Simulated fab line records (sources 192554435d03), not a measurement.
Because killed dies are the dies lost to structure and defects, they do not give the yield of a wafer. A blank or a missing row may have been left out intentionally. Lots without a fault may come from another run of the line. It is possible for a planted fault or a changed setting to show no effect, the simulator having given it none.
fab line records || flow n5-finfet || part 2 of 2: steps 17 to 17 of 17
record {"lots": 7, "wafers": 21, "last-day": 19}
route steps=1938 shown SDB@366 DUMMY_REMOVAL@377 BEOL_M4@1111 PASSIVATION@1936
lots untouched by any fault: they come from a run of this same line in which no faults occurred
start-h: hours from the record's first day to the start of the lot's first wafer shown || wait-h: hours from the lot's prior step to this one || " repeats the value in the row above || L1.1+2: a single row standing in for several wafers || - either no value or no given start || * or withheld: withheld || < > ~ a bound
route shown NAME@n: a module of which the file shows steps, and the number in the route of the first || usual: mean/standard deviation taken from wafers without a fault || same: alike in all rows || chamber/n: place in a boat || sites: readings site by site || _std_site: the standard deviation of these || _edge_site: the outer-site mean with the inner-site mean subtracted || radius-mm: how far each site lies from the wafer's centre || mask NAME#n: copy n || behind: the tool/chamber that last shaped the wafer || hold: why the lot went on hold/how many hours it stayed there/how the hold came to an end || device: names the non-switching transistor (n, p or np) || end of line: at the end of the route, the tests of the same wafers || step lacking rows: just its recipe || killed: dies that structure and defects cost at the first sort, which is not the same as the wafer's yield || map: a wafer's dies, marking killed ones x, the rest . and places with no die _
set.NAME: the setting as run; set.NAME@STEP: as run at that earlier step || model.NAME: the simulator's own value behind a step, which no gauge read
lots at selected steps of the route; one table per step, one row per wafer
services: when a tool's chamber went out of use (start-h, in hours from the record's first day, below 0 if earlier), for how many hours, and the reason
## steps
# step N5_PASSIVATION_PROBE_49
# usual {"killed_at_M0_to_M3": "37/12", "killed_at_M4_up": "15/5.6", "killed-at-contacts": "13/6.9", "killed-at-front-end": "40/11", "killed-at-other": "4/3.2", "killed-dies": "109/20", "killed-on-rim": "14/4.3", "killed-open": "73/15", "killed-short": "35/8.3"}
# same {"gross-dies": 1180, "killed-at-back-side": 0}
{"lot.wafer": "L601.1", "tool": "prober-02", "chamber": "-", "start-h": 403.09, "wait-h": 0.0, "killed_at_M0_to_M3": 19, "killed_at_M4_up": 8, "killed-at-contacts": 13, "killed-at-front-end": 39, "killed-at-other": 4, "killed-dies": 83, "killed-on-rim": 7, "killed-open": 57, "killed-short": 26}
{"lot.wafer": "L601.4", "tool": "prober-02", "chamber": "-", "start-h": 403.24, "wait-h": 0.2, "killed_at_M0_to_M3": 14, "killed_at_M4_up": 11, "killed-at-contacts": 9, "killed-at-front-end": 39, "killed-at-other": 1, "killed-dies": 74, "killed-on-rim": 5, "killed-open": 45, "killed-short": 27}
{"lot.wafer": "L601.5", "tool": "prober-02", "chamber": "-", "start-h": 403.29, "wait-h": 0.2, "killed_at_M0_to_M3": 20, "killed_at_M4_up": 16, "killed-at-contacts": 4, "killed-at-front-end": 37, "killed-at-other": 2, "killed-dies": 79, "killed-on-rim": 14, "killed-open": 61, "killed-short": 14}
{"lot.wafer": "L604.1", "tool": "prober-02", "chamber": "-", "start-h": 424.87, "wait-h": 0.0, "killed_at_M0_to_M3": 19, "killed_at_M4_up": 11, "killed-at-contacts": 6, "killed-at-front-end": 1142, "killed-at-other": 2, "killed-dies": 1180, "killed-on-rim": 152, "killed-open": 60, "killed-short": 27}
{"lot.wafer": "L604.3", "tool": "prober-02", "chamber": "-", "start-h": 424.97, "wait-h": 0.1, "killed_at_M0_to_M3": 31, "killed_at_M4_up": 21, "killed-at-contacts": 11, "killed-at-front-end": 1112, "killed-at-other": 5, "killed-dies": 1180, "killed-on-rim": 152, "killed-open": 62, "killed-short": 32}
{"lot.wafer": "L604.6", "tool": "prober-02", "chamber": "-", "start-h": 425.12, "wait-h": 0.3, "killed_at_M0_to_M3": 28, "killed_at_M4_up": 12, "killed-at-contacts": 2, "killed-at-front-end": 1138, "killed-at-other": 0, "killed-dies": 1180, "killed-on-rim": 152, "killed-open": 48, "killed-short": 33}
{"lot.wafer": "L606.2", "tool": "prober-01", "chamber": "-", "start-h": 431.24, "wait-h": 0.1, "killed_at_M0_to_M3": 26, "killed_at_M4_up": 14, "killed-at-contacts": 15, "killed-at-front-end": 1124, "killed-at-other": 1, "killed-dies": 1180, "killed-on-rim": 152, "killed-open": 57, "killed-short": 22}
{"lot.wafer": "L606.5", "tool": "prober-01", "chamber": "-", "start-h": 431.39, "wait-h": 0.2, "killed_at_M0_to_M3": 30, "killed_at_M4_up": 21, "killed-at-contacts": 11, "killed-at-front-end": 1117, "killed-at-other": 1, "killed-dies": 1180, "killed-on-rim": 152, "killed-open": 73, "killed-short": 31}
{"lot.wafer": "L606.6", "tool": "prober-01", "chamber": "-", "start-h": 431.44, "wait-h": 0.3, "killed_at_M0_to_M3": 35, "killed_at_M4_up": 20, "killed-at-contacts": 13, "killed-at-front-end": 1111, "killed-at-other": 1, "killed-dies": 1180, "killed-on-rim": 152, "killed-open": 81, "killed-short": 25}
{"lot.wafer": "L594.3", "tool": "prober-01", "chamber": "-", "start-h": 467.07, "wait-h": 0.1, "killed_at_M0_to_M3": 38, "killed_at_M4_up": 26, "killed-at-contacts": 6, "killed-at-front-end": 25, "killed-at-other": 1, "killed-dies": 96, "killed-on-rim": 17, "killed-open": 62, "killed-short": 31}
{"lot.wafer": "L594.4", "tool": "prober-01", "chamber": "-", "start-h": 467.12, "wait-h": 0.2, "killed_at_M0_to_M3": 46, "killed_at_M4_up": 17, "killed-at-contacts": 9, "killed-at-front-end": 24, "killed-at-other": 5, "killed-dies": 101, "killed-on-rim": 17, "killed-open": 73, "killed-short": 27}
{"lot.wafer": "L594.5", "tool": "prober-01", "chamber": "-", "start-h": 467.17, "wait-h": 0.2, "killed_at_M0_to_M3": 35, "killed_at_M4_up": 19, "killed-at-contacts": 10, "killed-at-front-end": 29, "killed-at-other": 1, "killed-dies": 94, "killed-on-rim": 15, "killed-open": 64, "killed-short": 25}
# killed by level:class
L601.1 MOL_CONTACT_COAG:geometric-particle:open=10 DUMMY_GATE:geometric-particle:open=9 STI_FIN_REVEAL:geometric-particle:open=7 FIN_SAQP:geometric-particle:open=6 BEOL_M0_SAQP:geometric-particle:open=5 BEOL_M2:geometric-particle:open=5 BEOL_M1:geometric-particle:open=4 STI_FIN_REVEAL:geometric-particle:short=3
L601.4 STI_FIN_REVEAL:geometric-particle:open=9 MOL_CONTACT_COAG:geometric-particle:open=8 ILD0:geometric-particle:open=7 DUMMY_GATE:geometric-particle:open=6 BEOL_M0_SAQP:geometric-particle:short=6 FIN_SAQP:geometric-particle:short=4 BEOL_M4:geometric-particle:open=3 ILD0:geometric-particle:short=3
L601.5 STI_FIN_REVEAL:geometric-particle:open=17 BEOL_M1:geometric-particle:open=6 BEOL_M8:geometric-particle:open=6 BEOL_M2:geometric-particle:open=5 BEOL_M4:geometric-particle:open=5 DUMMY_GATE:geometric-particle:open=4 MOL_CONTACT_COAG:geometric-particle:open=4 FIN_SAQP:geometric-particle:open=3
L604.1 DUMMY_REMOVAL:area-strip=933 FIN_SAQP:unspecified=159 STI_FIN_REVEAL:geometric-particle:open=20 MOL_CONTACT_COAG:geometric-particle:open=6 BEOL_M4:geometric-particle:open=6 FIN_SAQP:geometric-particle:short=5 GATE_CUT:geometric-particle:open=5 STI_FIN_REVEAL:geometric-particle:short=4
L604.3 DUMMY_REMOVAL:area-strip=951 FIN_SAQP:unspecified=131 MOL_CONTACT_COAG:geometric-particle:open=10 BEOL_M4:geometric-particle:open=10 BEOL_M0_SAQP:geometric-particle:open=8 BEOL_M3:geometric-particle:open=7 BEOL_M4:geometric-particle:short=7 BEOL_M2:geometric-particle:open=6
L604.6 DUMMY_REMOVAL:area-strip=942 FIN_SAQP:unspecified=156 STI_FIN_REVEAL:geometric-particle:open=14 BEOL_M0_SAQP:geometric-particle:short=8 BEOL_M1:geometric-particle:open=7 FIN_SAQP:geometric-particle:open=5 BEOL_M0_SAQP:geometric-particle:open=5 BEOL_M2:geometric-particle:open=5
L606.2 DUMMY_REMOVAL:area-strip=1099 MOL_CONTACT_COAG:geometric-particle:open=14 BEOL_M0:geometric-particle:open=7 BEOL_M4:geometric-particle:open=7 STI_FIN_REVEAL:geometric-particle:open=6 GATE_CUT:geometric-particle:short=6 BEOL_M0_SAQP:geometric-particle:open=6 FIN_SAQP:geometric-particle:short=5
L606.5 DUMMY_REMOVAL:area-strip=1076 FIN_SAQP:geometric-particle:open=9 MOL_CONTACT_COAG:geometric-particle:open=9 STI_FIN_REVEAL:geometric-particle:open=7 BEOL_M2:geometric-particle:open=7 FIN_SAQP:geometric-particle:short=6 BEOL_M4:geometric-particle:open=6 GATE_CUT:geometric-particle:open=5
L606.6 DUMMY_REMOVAL:area-strip=1071 FIN_SAQP:geometric-particle:open=14 MOL_CONTACT_COAG:geometric-particle:open=13 BEOL_M4:geometric-particle:open=9 BEOL_M2:geometric-particle:open=9 BEOL_M1:geometric-particle:open=8 FIN_SAQP:geometric-particle:short=7 BEOL_M0:geometric-particle:open=6
L594.3 BEOL_M0_SAQP:geometric-particle:open=14 BEOL_M0_SAQP:geometric-particle:short=10 BEOL_M4:geometric-particle:open=8 GATE_CUT:geometric-particle:short=7 BEOL_M5:geometric-particle:open=7 DUMMY_GATE:geometric-particle:open=6 MOL_CONTACT_COAG:geometric-particle:open=5 BEOL_M2:geometric-particle:open=5
L594.4 BEOL_M1:geometric-particle:open=14 BEOL_M0_SAQP:geometric-particle:open=9 BEOL_M2:geometric-particle:open=9 MOL_CONTACT_COAG:geometric-particle:open=7 STI_FIN_REVEAL:geometric-particle:open=6 BEOL_M4:geometric-particle:open=6 DUMMY_GATE:geometric-particle:open=5 BEOL_M0_SAQP:geometric-particle:short=5
L594.5 BEOL_M1:geometric-particle:open=11 MOL_CONTACT_COAG:geometric-particle:open=8 STI_FIN_REVEAL:geometric-particle:open=7 BEOL_M4:geometric-particle:short=6 BEOL_M3:geometric-particle:open=5 GATE_CUT:geometric-particle:open=5 BEOL_M2:geometric-particle:open=5 BEOL_M5:geometric-particle:open=5
# map L604.1 (x killed, . not)
_________________xxxxxxxxxxxx________________
______________xxxxxxxxxxxxxxxxxx_____________
___________xxxxxxxxxxxxxxxxxxxxxxxx__________
__________xxxxxxxxxxxxxxxxxxxxxxxxxx_________
________xxxxxxxxxxxxxxxxxxxxxxxxxxxxxx_______
_______xxxxxxxxxxxxxxxxxxxxxxxxxxxxxxxx______
______xxxxxxxxxxxxxxxxxxxxxxxxxxxxxxxxxx_____
_____xxxxxxxxxxxxxxxxxxxxxxxxxxxxxxxxxxxx____
____xxxxxxxxxxxxxxxxxxxxxxxxxxxxxxxxxxxxxx___
___xxxxxxxxxxxxxxxxxxxxxxxxxxxxxxxxxxxxxxxx__
___xxxxxxxxxxxxxxxxxxxxxxxxxxxxxxxxxxxxxxxx__
__xxxxxxxxxxxxxxxxxxxxxxxxxxxxxxxxxxxxxxxxxx_
__xxxxxxxxxxxxxxxxxxxxxxxxxxxxxxxxxxxxxxxxxx_
_xxxxxxxxxxxxxxxxxxxxxxxxxxxxxxxxxxxxxxxxxxxx
_xxxxxxxxxxxxxxxxxxxxxxxxxxxxxxxxxxxxxxxxxxxx
_xxxxxxxxxxxxxxxxxxxxxxxxxxxxxxxxxxxxxxxxxxxx
_xxxxxxxxxxxxxxxxxxxxxxxxxxxxxxxxxxxxxxxxxxxx
_xxxxxxxxxxxxxxxxxxxxxxxxxxxxxxxxxxxxxxxxxxxx
_xxxxxxxxxxxxxxxxxxxxxxxxxxxxxxxxxxxxxxxxxxxx
_xxxxxxxxxxxxxxxxxxxxxxxxxxxxxxxxxxxxxxxxxxxx
_xxxxxxxxxxxxxxxxxxxxxxxxxxxxxxxxxxxxxxxxxxxx
__xxxxxxxxxxxxxxxxxxxxxxxxxxxxxxxxxxxxxxxxxx_
__xxxxxxxxxxxxxxxxxxxxxxxxxxxxxxxxxxxxxxxxxx_
___xxxxxxxxxxxxxxxxxxxxxxxxxxxxxxxxxxxxxxxx__
___xxxxxxxxxxxxxxxxxxxxxxxxxxxxxxxxxxxxxxxx__
____xxxxxxxxxxxxxxxxxxxxxxxxxxxxxxxxxxxxxx___
_____xxxxxxxxxxxxxxxxxxxxxxxxxxxxxxxxxxxx____
______xxxxxxxxxxxxxxxxxxxxxxxxxxxxxxxxxx_____
_______xxxxxxxxxxxxxxxxxxxxxxxxxxxxxxxx______
________xxxxxxxxxxxxxxxxxxxxxxxxxxxxxx_______
__________xxxxxxxxxxxxxxxxxxxxxxxxxx_________
___________xxxxxxxxxxxxxxxxxxxxxxxx__________
______________xxxxxxxxxxxxxxxxxx_____________
_________________xxxxxxxxxxxx________________
# map L606.2 (x killed, . not)
_________________xxxxxxxxxxxx________________
______________xxxxxxxxxxxxxxxxxx_____________
___________xxxxxxxxxxxxxxxxxxxxxxxx__________
__________xxxxxxxxxxxxxxxxxxxxxxxxxx_________
________xxxxxxxxxxxxxxxxxxxxxxxxxxxxxx_______
_______xxxxxxxxxxxxxxxxxxxxxxxxxxxxxxxx______
______xxxxxxxxxxxxxxxxxxxxxxxxxxxxxxxxxx_____
_____xxxxxxxxxxxxxxxxxxxxxxxxxxxxxxxxxxxx____
____xxxxxxxxxxxxxxxxxxxxxxxxxxxxxxxxxxxxxx___
___xxxxxxxxxxxxxxxxxxxxxxxxxxxxxxxxxxxxxxxx__
___xxxxxxxxxxxxxxxxxxxxxxxxxxxxxxxxxxxxxxxx__
__xxxxxxxxxxxxxxxxxxxxxxxxxxxxxxxxxxxxxxxxxx_
__xxxxxxxxxxxxxxxxxxxxxxxxxxxxxxxxxxxxxxxxxx_
_xxxxxxxxxxxxxxxxxxxxxxxxxxxxxxxxxxxxxxxxxxxx
_xxxxxxxxxxxxxxxxxxxxxxxxxxxxxxxxxxxxxxxxxxxx
_xxxxxxxxxxxxxxxxxxxxxxxxxxxxxxxxxxxxxxxxxxxx
_xxxxxxxxxxxxxxxxxxxxxxxxxxxxxxxxxxxxxxxxxxxx
_xxxxxxxxxxxxxxxxxxxxxxxxxxxxxxxxxxxxxxxxxxxx
_xxxxxxxxxxxxxxxxxxxxxxxxxxxxxxxxxxxxxxxxxxxx
_xxxxxxxxxxxxxxxxxxxxxxxxxxxxxxxxxxxxxxxxxxxx
_xxxxxxxxxxxxxxxxxxxxxxxxxxxxxxxxxxxxxxxxxxxx
__xxxxxxxxxxxxxxxxxxxxxxxxxxxxxxxxxxxxxxxxxx_
__xxxxxxxxxxxxxxxxxxxxxxxxxxxxxxxxxxxxxxxxxx_
___xxxxxxxxxxxxxxxxxxxxxxxxxxxxxxxxxxxxxxxx__
___xxxxxxxxxxxxxxxxxxxxxxxxxxxxxxxxxxxxxxxx__
____xxxxxxxxxxxxxxxxxxxxxxxxxxxxxxxxxxxxxx___
_____xxxxxxxxxxxxxxxxxxxxxxxxxxxxxxxxxxxx____
______xxxxxxxxxxxxxxxxxxxxxxxxxxxxxxxxxx_____
_______xxxxxxxxxxxxxxxxxxxxxxxxxxxxxxxx______
________xxxxxxxxxxxxxxxxxxxxxxxxxxxxxx_______
__________xxxxxxxxxxxxxxxxxxxxxxxxxx_________
___________xxxxxxxxxxxxxxxxxxxxxxxx__________
______________xxxxxxxxxxxxxxxxxx_____________
_________________xxxxxxxxxxxx________________
## services
{"tool": "cmp-02", "chamber": "-", "start-h": 75.15, "hours": 0.4, "kind": "repair"}
{"tool": "rie-diel-01", "chamber": 0, "start-h": 75.90, "hours": 1.5, "kind": "repair"}
{"tool": "ald-sin-04", "chamber": "-", "start-h": 85.25, "hours": 14.0, "kind": "pm"}
{"tool": "cmp-02", "chamber": "-", "start-h": 85.64, "hours": 1.9, "kind": "repair"}
{"tool": "rie-diel-02", "chamber": "-", "start-h": 91.19, "hours": 4.7, "kind": "repair"}
{"tool": "ald-sin-01", "chamber": "-", "start-h": 102.83, "hours": 2.8, "kind": "pm"}
{"tool": "cmp-03", "chamber": "-", "start-h": 111.54, "hours": 5.5, "kind": "pm"}
{"tool": "ald-sin-04", "chamber": "-", "start-h": 113.38, "hours": 14.6, "kind": "pm"}
{"tool": "cmp-03", "chamber": "-", "start-h": 117.19, "hours": 1.3, "kind": "repair"}
{"tool": "ald-sin-01", "chamber": "-", "start-h": 119.33, "hours": 4.3, "kind": "pm"}
{"tool": "cmp-02", "chamber": "-", "start-h": 126.43, "hours": 1.0, "kind": "repair"}
{"tool": "cmp-04", "chamber": "-", "start-h": 128.60, "hours": 1.1, "kind": "repair"}
{"tool": "ald-sin-04", "chamber": "-", "start-h": 133.53, "hours": 6.0, "kind": "pm"}
{"tool": "cmp-03", "chamber": "-", "start-h": 137.22, "hours": 3.4, "kind": "repair"}
{"tool": "rie-diel-04", "chamber": 1, "start-h": 137.43, "hours": 26.9, "kind": "repair"}
{"tool": "rie-diel-04", "chamber": "-", "start-h": 140.31, "hours": 15.6, "kind": "pm"}
{"tool": "ald-sin-01", "chamber": "-", "start-h": 143.33, "hours": 14.6, "kind": "pm"}
{"tool": "rie-si-01", "chamber": 1, "start-h": 143.65, "hours": 4.7, "kind": "repair"}
{"tool": "rie-si-02", "chamber": 0, "start-h": 144.13, "hours": 3.1, "kind": "repair"}
{"tool": "rie-si-01", "chamber": 2, "start-h": 148.58, "hours": 5.1, "kind": "repair"}
{"tool": "cmp-02", "chamber": "-", "start-h": 151.32, "hours": 1.7, "kind": "repair"}
{"tool": "rie-diel-03", "chamber": 1, "start-h": 174.81, "hours": 17.2, "kind": "repair"}
{"tool": "rie-diel-02", "chamber": "-", "start-h": 187.57, "hours": 0.5, "kind": "repair"}
{"tool": "cmp-04", "chamber": "-", "start-h": 196.76, "hours": 2.9, "kind": "repair"}
## key
first-sign {"step": "N5_DUMMY_REMOVAL_STRIP_10", "reading": "tool-record", "direction": "missing"}
effect {"step": "N5_PASSIVATION_PROBE_49", "reading": "killed-at-front-end", "direction": "up", "sigmas": 95, "usual": 40, "struck": 1124}
more-kills-born-at {"N5_DUMMY_REMOVAL_STRIP_10@rie-diel-01": 6072}
met-at N5_DUMMY_REMOVAL_STRIP_10
struck-wafers L604.1,L604.3,L604.6,L605.1,L605.3,L605.6,L606.2,L606.5,L606.6
rows-end L605.1,L605.3,L605.6
later-rows-left-out L604.1,L604.3,L604.6,L606.2,L606.5,L606.6
tester-left-out L604,L606
onset-between 159.22 171.90
earlier-fault {"kind": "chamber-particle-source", "tool": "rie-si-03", "chamber": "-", "onset-h": 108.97, "steps": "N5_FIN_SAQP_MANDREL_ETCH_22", "rate-per-visit-cm2": 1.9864, "until-the-next-wet-clean": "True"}
fault {"kind": "skipped-step-whole", "tool": "rie-diel-01,rie-diel-03", "chamber": "-", "onset-h": 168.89, "steps": "N5_DUMMY_REMOVAL_STRIP_10", "scope": "struck-lots-only"}
# tester-left-out: of these lots the tester's yield and bins aren't shown, on N5 and GAA mostly nor the transistor test; their killed dies are dies lost to structure and defects alone, not to doping, threshold or leakage, so they don't give the yield
# later-rows-left-out: the simulator's readings of these wafers behind a module that went badly wrong aren't trusted and aren't shown, but for the sort
# rows-end: these wafers met a further fault down the route, and their rows from its step on are left out
